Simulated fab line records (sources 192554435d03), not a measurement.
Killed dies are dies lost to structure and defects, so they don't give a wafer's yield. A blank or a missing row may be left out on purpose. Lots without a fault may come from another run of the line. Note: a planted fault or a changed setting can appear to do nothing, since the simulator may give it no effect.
Chamber matching	flow n5_finfet	N5_PASSIVATION_PECVD_35 on pecvd-02: 3 sister chambers
The step deposits SiNx from SiH4/NH3/N2, target thk 700 nm, time 151.3 s. 3 wafers are shown with their chamber, then 8 later ones without.

== WAFERS, EACH WITH ITS CHAMBER ==
wafer	chamber	throttle_valve_pct (%)
L079.5	0	29.9
L093.3	1	31.6
L096.1	2	29.4

== WAFERS WITHOUT THEIR CHAMBER ==
wafer	throttle_valve_pct (%)
L096.2	30.1
L096.3	31.5
L096.4	31.7
L096.5	29.5
L096.6	30.1
L097.3	31.5
L097.4	29.5
L097.5	31.7

== WHICH CHAMBER EACH WENT THROUGH ==
wafer	from the rows above	in truth
L096.2	0	0
L096.3	1	1
L096.4	1	1
L096.5	2	2
L096.6	0	0
L097.3	1	1
L097.4	2	2
L097.5	1	1
Correct placement for 8 of the 8. From these rows, 0 cannot be placed. Number placed wrongly: 0.
How it was worked out, from the rows above alone: a wafer's distance from a chamber is the root of the sum, over the readings, of the square of ((its reading less the chamber's mean) divided by the reading's scatter). If the next closest chamber is less than 2 further off than the closest, the wafer can't be placed; otherwise it belongs to the closest. For every chamber, the mean is computed from those of its wafers that are shown. The scatter: with one shown wafer a chamber, the root of the mean of the squares of how far each hidden wafer lies from its nearest shown one.
